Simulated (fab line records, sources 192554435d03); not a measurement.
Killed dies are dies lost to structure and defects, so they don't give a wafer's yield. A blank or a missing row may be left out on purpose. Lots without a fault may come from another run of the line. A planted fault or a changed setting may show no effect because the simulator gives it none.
Which tool did it? | flow n5_finfet | 24 lots, 72 wafers sampled, at 5 steps of a route of 1938

WHAT THE GAUGES READ, wafer by wafer
N5_SDB_INSPECT_36: inspects for defects (darkfield).
lot  | measured    | on                | raw_defect_count
L074 | day 4 05:05 | defect_inspect-01 | 40 29 32
L075 | day 4 08:42 | defect_inspect-02 | 27 21 15
L076 | day 4 14:47 | defect_inspect-02 | 53 53 40
L077 | day 4 16:54 | defect_inspect-02 | 36 45 41
L078 | day 4 23:52 | defect_inspect-01 | 28 36 22
L079 | day 5 06:41 | defect_inspect-02 | 30 39 39
L080 | day 5 10:43 | defect_inspect-01 | 32 34 29
L081 | day 5 17:25 | defect_inspect-01 | 35 56 33
L082 | day 5 22:43 | defect_inspect-01 | 22 28 19
L083 | day 6 02:17 | defect_inspect-02 | 26 69 34
L084 | day 6 08:48 | defect_inspect-02 | 23 31 16
L085 | day 6 18:16 | defect_inspect-02 | 42 29 31
L086 | day 6 23:02 | defect_inspect-02 | 7 24 19
L087 | day 7 04:37 | defect_inspect-01 | 60 29 27
L088 | day 7 11:16 | defect_inspect-01 | 26 38 40
L089 | day 7 19:11 | defect_inspect-01 | 39 46 22
L090 | day 7 21:44 | defect_inspect-02 | 65 39 27
L091 | day 8 05:35 | defect_inspect-01 | 30 30 42
L092 | day 8 11:12 | defect_inspect-02 | 16 14 35
L093 | day 8 17:30 | defect_inspect-02 | 25 27 21
L094 | day 8 22:32 | defect_inspect-02 | 23 47 23
L095 | day 9 04:11 | defect_inspect-01 | 25 22 33
L096 | day 9 11:06 | defect_inspect-02 | 17 44 32
L097 | day 9 16:45 | defect_inspect-02 | 19 30 30

N5_DUMMY_REMOVAL_INSPECT_06: inspects for defects (brightfield).
lot  | measured    | on                | raw_defect_count
L074 | day 4 05:30 | defect_inspect-01 | 11 12 17
L075 | day 4 09:17 | defect_inspect-02 | 19 16 10
L076 | day 4 15:01 | defect_inspect-01 | 15 19 12
L077 | day 4 17:08 | defect_inspect-02 | 12 12 8
L078 | day 5 00:18 | defect_inspect-02 | 18 6 12
L079 | day 5 07:04 | defect_inspect-01 | 12 8 5
L080 | day 5 11:00 | defect_inspect-02 | 12 17 9
L081 | day 5 17:38 | defect_inspect-02 | 5 15 3
L082 | day 5 22:56 | defect_inspect-01 | 11 13 6
L083 | day 6 02:31 | defect_inspect-02 | 6 15 19
L084 | day 6 09:07 | defect_inspect-01 | 16 18 5
L085 | day 6 18:30 | defect_inspect-02 | 14 14 10
L086 | day 6 23:30 | defect_inspect-02 | 12 4 4
L087 | day 7 04:50 | defect_inspect-02 | 7 15 6
L088 | day 7 11:30 | defect_inspect-01 | 21 16 18
L089 | day 7 19:25 | defect_inspect-02 | 9 5 8
L090 | day 7 21:59 | defect_inspect-02 | 9 7 14
L091 | day 8 05:49 | defect_inspect-02 | 6 9 6
L092 | day 8 11:25 | defect_inspect-02 | 10 14 12
L093 | day 8 17:55 | defect_inspect-02 | 14 6 6
L094 | day 8 22:54 | defect_inspect-01 | 11 8 14
L095 | day 9 04:28 | defect_inspect-01 | 14 13 24
L096 | day 9 11:20 | defect_inspect-02 | 12 8 18
L097 | day 9 17:05 | defect_inspect-01 | 15 7 12

WHICH TOOL RAN EACH LOT (tool, then ch and the chambers of the sampled wafers, then the start)
lot  | N5_SDB_DESCUM_16                  | N5_SDB_STRIP_21                   | N5_SDB_CMP_30
L074 | rie_diel-06 ch 0,1, day 4 00:47   | rie_diel-06 ch 0,1, day 4 00:59   | cmp-02 ch 0,1,2, day 4 04:50
L075 | rie_diel-02 ch 0,2,3, day 4 04:52 | rie_diel-02 ch 0,2,3, day 4 05:04 | cmp-03 ch 0,2,3, day 4 08:29
L076 | rie_diel-06 ch 0,1,3, day 4 10:53 | rie_diel-06 ch 0,1,3, day 4 11:06 | cmp-04 ch 0,1,2, day 4 14:28
L077 | rie_diel-05 ch 0,1,2, day 4 12:48 | rie_diel-05 ch 0,1,2, day 4 13:00 | cmp-03 ch 1,2,3, day 4 16:37
L078 | rie_diel-05 ch 0,1,2, day 4 19:36 | rie_diel-05 ch 0,1,2, day 4 19:49 | cmp-03 ch 0,1, day 4 23:34
L079 | rie_diel-06 ch 0,3, day 5 02:35   | rie_diel-06 ch 0,3, day 5 02:48   | cmp-03 ch 0,1,3, day 5 06:26
L080 | rie_diel-02 ch 0,1,3, day 5 06:52 | rie_diel-02 ch 0,1,3, day 5 07:04 | cmp-02 ch 0,1,2, day 5 10:23
L081 | rie_diel-05 ch 2,3, day 5 13:28   | rie_diel-05 ch 2,3, day 5 13:41   | cmp-04 ch 0,2,3, day 5 17:07
L082 | rie_diel-02 ch 0,2,3, day 5 18:46 | rie_diel-02 ch 0,2,3, day 5 18:59 | cmp-04 ch 0,1, day 5 22:23
L083 | rie_diel-02 ch 0,2,3, day 5 22:10 | rie_diel-02 ch 0,2,3, day 5 22:22 | cmp-04 ch 1,2, day 6 02:01
L084 | rie_diel-05 ch 0,3, day 6 04:50   | rie_diel-05 ch 0,3, day 6 05:03   | cmp-04 ch 0,3, day 6 08:29
L085 | rie_diel-05 ch 1,2, day 6 13:42   | rie_diel-05 ch 1,2, day 6 13:55   | cmp-04 ch 2,3, day 6 17:59
L086 | rie_diel-02 ch 2,3, day 6 19:11   | rie_diel-02 ch 2,3, day 6 19:24   | cmp-04 ch 0,2,3, day 6 22:48
L087 | rie_diel-06 ch 0,1,2, day 7 00:46 | rie_diel-06 ch 0,1,2, day 7 00:58 | cmp-03 ch 1,2, day 7 04:17
L088 | rie_diel-02 ch 0,2,3, day 7 07:24 | rie_diel-02 ch 0,2,3, day 7 07:37 | cmp-03 ch 0,2,3, day 7 10:57
L089 | rie_diel-06 ch 2,3, day 7 15:20   | rie_diel-06 ch 2,3, day 7 15:32   | cmp-04 ch 0,3, day 7 18:52
L090 | rie_diel-02 ch 1,3, day 7 17:43   | rie_diel-02 ch 1,3, day 7 17:55   | cmp-02 ch 2,3, day 7 21:25
L091 | rie_diel-06 ch 0,2, day 8 01:44   | rie_diel-06 ch 0,2, day 8 01:56   | cmp-02 ch 1,3, day 8 05:16
L092 | rie_diel-05 ch 0,2,3, day 8 06:41 | rie_diel-05 ch 0,2,3, day 8 06:53 | cmp-03 ch 1,2,3, day 8 10:53
L093 | rie_diel-05 ch 0,2,3, day 8 13:39 | rie_diel-05 ch 0,2,3, day 8 13:52 | cmp-02 ch 0,1,2, day 8 17:15
L094 | rie_diel-02 ch 1,2,3, day 8 18:39 | rie_diel-02 ch 1,2,3, day 8 18:52 | cmp-02 ch 0,1, day 8 22:13
L095 | rie_diel-06 ch 0,1,2, day 8 23:58 | rie_diel-06 ch 0,1,2, day 9 00:10 | cmp-03 ch 0,1,2, day 9 03:52
L096 | rie_diel-05 ch 1,2,3, day 9 06:46 | rie_diel-05 ch 1,2,3, day 9 06:59 | cmp-03 ch 0,2, day 9 10:49
L097 | rie_diel-06 ch 0,1,2, day 9 12:54 | rie_diel-06 ch 0,1,2, day 9 13:07 | cmp-03 ch 1,2,3, day 9 16:32
- N5_SDB_DESCUM_16: chemistry O2, time 7.9 s.
- N5_SDB_STRIP_21: strips in CF4.
- N5_SDB_CMP_30: polishes, stops on poly-Si, t overpolish 1.54 s, target thk 30 nm.

WHAT THE TOOLS THEMSELVES READ (means of the sampled wafers that have a number; where no wafer has one, the mark that the record gives instead)
N5_SDB_DESCUM_16.
lot  | tool        | drypump_motor_current_A (A) | oes_product_au (a.u.) | rf_vpp_V (V) | showerhead_plenum_p_Torr (Torr) | throttle_valve_pct (%)
L074 | rie_diel-06 | 5.2                         | 0.72                  | 242.0        | 1.99                            | 20.66
L075 | rie_diel-02 | 5.8                         | 0.83                  | 242.3        | 2.06                            | 20.43
L076 | rie_diel-06 | 5.8                         | 0.72                  | 242.4        | 2.06                            | 20.57
L077 | rie_diel-05 | 6.3                         | 0.83                  | 242.4        | 2.06                            | 20.34
L078 | rie_diel-05 | 6.3                         | 0.82                  | 242.9        | 2.06                            | 20.33
L079 | rie_diel-06 | 5.4                         | 0.73                  | 242.7        | 2.05                            | 20.74
L080 | rie_diel-02 | 5.5                         | 0.86                  | 243.1        | 2.07                            | 20.26
L081 | rie_diel-05 | 5.5                         | 0.83                  | 243.0        | 2.07                            | 20.15
L082 | rie_diel-02 | 5.8                         | 0.82                  | 242.4        | 2.06                            | 20.45
L083 | rie_diel-02 | 5.7                         | 0.82                  | 242.6        | 2.06                            | 20.45
L084 | rie_diel-05 | 5.3                         | 0.85                  | 242.5        | 2.04                            | 20.02
L085 | rie_diel-05 | 6.5                         | 0.78                  | 242.5        | 2.08                            | 20.51
L086 | rie_diel-02 | 6.0                         | 0.74                  | 243.4        | 2.06                            | 20.52
L087 | rie_diel-06 | 5.7                         | 0.79                  | 241.9        | 2.01                            | 20.55
L088 | rie_diel-02 | 5.7                         | 0.80                  | 242.5        | 2.05                            | 20.47
L089 | rie_diel-06 | 6.4                         | 0.80                  | 244.4        | 2.14                            | 20.53
L090 | rie_diel-02 | 5.8                         | 0.76                  | 243.3        | 2.06                            | 20.35
L091 | rie_diel-06 | 5.3                         | 0.78                  | 242.1        | 2.01                            | 20.72
L092 | rie_diel-05 | 5.8                         | 0.78                  | 242.1        | 2.05                            | 20.27
L093 | rie_diel-05 | 5.8                         | 0.78                  | 242.6        | 2.05                            | 20.27
L094 | rie_diel-02 | 5.9                         | 0.78                  | 242.6        | 2.04                            | 20.31
L095 | rie_diel-06 | 5.7                         | 0.86                  | 243.5        | 2.09                            | 20.47
L096 | rie_diel-05 | 5.9                         | 0.80                  | 241.9        | 2.06                            | 20.31
L097 | rie_diel-06 | 5.7                         | 0.85                  | 243.2        | 2.09                            | 20.47

N5_SDB_STRIP_21.
lot  | tool        | cf4_flow_sccm (sccm) | drypump_motor_current_A (A) | oes_product_au (a.u.) | rf_vpp_V (V) | showerhead_plenum_p_Torr (Torr) | throttle_valve_pct (%)
L074 | rie_diel-06 | 149.8                | 5.2                         | 0.72                  | 270.1        | 1.72                            | 13.8
L075 | rie_diel-02 | 150.1                | 5.7                         | 0.82                  | 270.8        | 1.77                            | 13.5
L076 | rie_diel-06 | 150.3                | 5.7                         | 0.73                  | 269.6        | 1.76                            | 13.7
L077 | rie_diel-05 | 149.7                | 6.3                         | 0.82                  | 270.5        | 1.76                            | 13.5
L078 | rie_diel-05 | 150.3                | 6.3                         | 0.81                  | 270.5        | 1.76                            | 13.5
L079 | rie_diel-06 | 149.9                | 5.4                         | 0.73                  | 271.3        | 1.76                            | 13.8
L080 | rie_diel-02 | 150.1                | 5.5                         | 0.85                  | 270.8        | 1.77                            | 13.3
L081 | rie_diel-05 | 150.2                | 5.5                         | 0.83                  | 270.7        | 1.76                            | 13.2
L082 | rie_diel-02 | 150.1                | 5.7                         | 0.79                  | 270.8        | 1.76                            | 13.5
L083 | rie_diel-02 | 150.2                | 5.8                         | 0.80                  | 270.9        | 1.76                            | 13.5
L084 | rie_diel-05 | 149.6                | 5.3                         | 0.84                  | 270.5        | 1.74                            | 13.1
L085 | rie_diel-05 | 149.9                | 6.5                         | 0.78                  | 270.7        | 1.78                            | 13.6
L086 | rie_diel-02 | 149.8                | 6.0                         | 0.74                  | 270.4        | 1.78                            | 13.8
L087 | rie_diel-06 | 149.7                | 5.7                         | 0.78                  | 269.2        | 1.73                            | 13.7
L088 | rie_diel-02 | 150.2                | 5.7                         | 0.79                  | 269.9        | 1.76                            | 13.6
L089 | rie_diel-06 | 150.0                | 6.4                         | 0.79                  | 271.7        | 1.83                            | 13.6
L090 | rie_diel-02 | 149.9                | 5.8                         | 0.76                  | 271.3        | 1.78                            | 13.6
L091 | rie_diel-06 | 150.6                | 5.3                         | 0.77                  | 269.6        | 1.73                            | 13.8
L092 | rie_diel-05 | 149.5                | 5.8                         | 0.77                  | 270.4        | 1.75                            | 13.4
L093 | rie_diel-05 | 150.1                | 5.8                         | 0.77                  | 270.4        | 1.75                            | 13.4
L094 | rie_diel-02 | 150.4                | 5.9                         | 0.78                  | 269.7        | 1.76                            | 13.5
L095 | rie_diel-06 | 149.9                | 5.7                         | 0.85                  | 270.8        | 1.79                            | 13.5
L096 | rie_diel-05 | 149.8                | 6.0                         | 0.80                  | 270.8        | 1.76                            | 13.4
L097 | rie_diel-06 | 150.1                | 5.7                         | 0.83                  | 271.1        | 1.79                            | 13.6

N5_SDB_CMP_30.
lot  | tool   | motor_current_A (A) | overpolish_run_s (s) | time_to_endpoint_s (s)
L074 | cmp-02 | 11.8                | 1.539                | 18.3
L075 | cmp-03 | 13.5                | 1.539                | 16.1
L076 | cmp-04 | 12.2                | 1.543                | 15.8
L077 | cmp-03 | 12.9                | 1.551                | 21.7
L078 | cmp-03 | 11.3                | 1.548                | 22.5
L079 | cmp-03 | 13.0                | 1.536                | 19.8
L080 | cmp-02 | 11.6                | 1.546                | 13.8
L081 | cmp-04 | 11.8                | 1.533                | 15.8
L082 | cmp-04 | 11.9                | 1.547                | 16.5
L083 | cmp-04 | 12.6                | 1.541                | 15.1
L084 | cmp-04 | 11.3                | 1.544                | 18.0
L085 | cmp-04 | 11.9                | 1.537                | 15.3
L086 | cmp-04 | 11.5                | 1.540                | 16.6
L087 | cmp-03 | 11.5                | 1.542                | 18.5
L088 | cmp-03 | 13.5                | 1.528                | 16.7
L089 | cmp-04 | 11.3                | 1.541                | 16.9
L090 | cmp-02 | 11.2                | 1.544                | 16.8
L091 | cmp-02 | 12.9                | 1.539                | 16.9
L092 | cmp-03 | 12.8                | 1.544                | 21.2
L093 | cmp-02 | 11.8                | 1.533                | 17.0
L094 | cmp-02 | 12.3                | 1.544                | 19.7
L095 | cmp-03 | 11.8                | 1.531                | 18.8
L096 | cmp-03 | 12.4                | 1.538                | 20.0
L097 | cmp-03 | 12.8                | 1.540                | 20.2

THE ANSWER, worked out from the rows above alone
Rule: what is usual is taken from the lots themselves. Put in order of their means at a reading, lots are off if they are a third of the lots or fewer, leave a main group of 4 or more, and stand apart from it by a gap of 3 or more times the standard deviation of the main group's means; of several such gaps the widest counts. A main group whose means are all the same, to the digits that the tables above print for the reading, isn't used. A lot without any number at a reading at which 4 lots or more have one is off too. The other lots that the step has rows for count as sound. The gauges are gone through in route order, then the tools' own readings, and for those a lot's mean is taken as printed above. The first step at which some lot is off is used, and at that step the reading that is off furthest; a lot without a number counts as furthest.
No lot is off at any reading shown: from this, nothing can be told.

WHAT THE SIMULATOR HAD PUT IN
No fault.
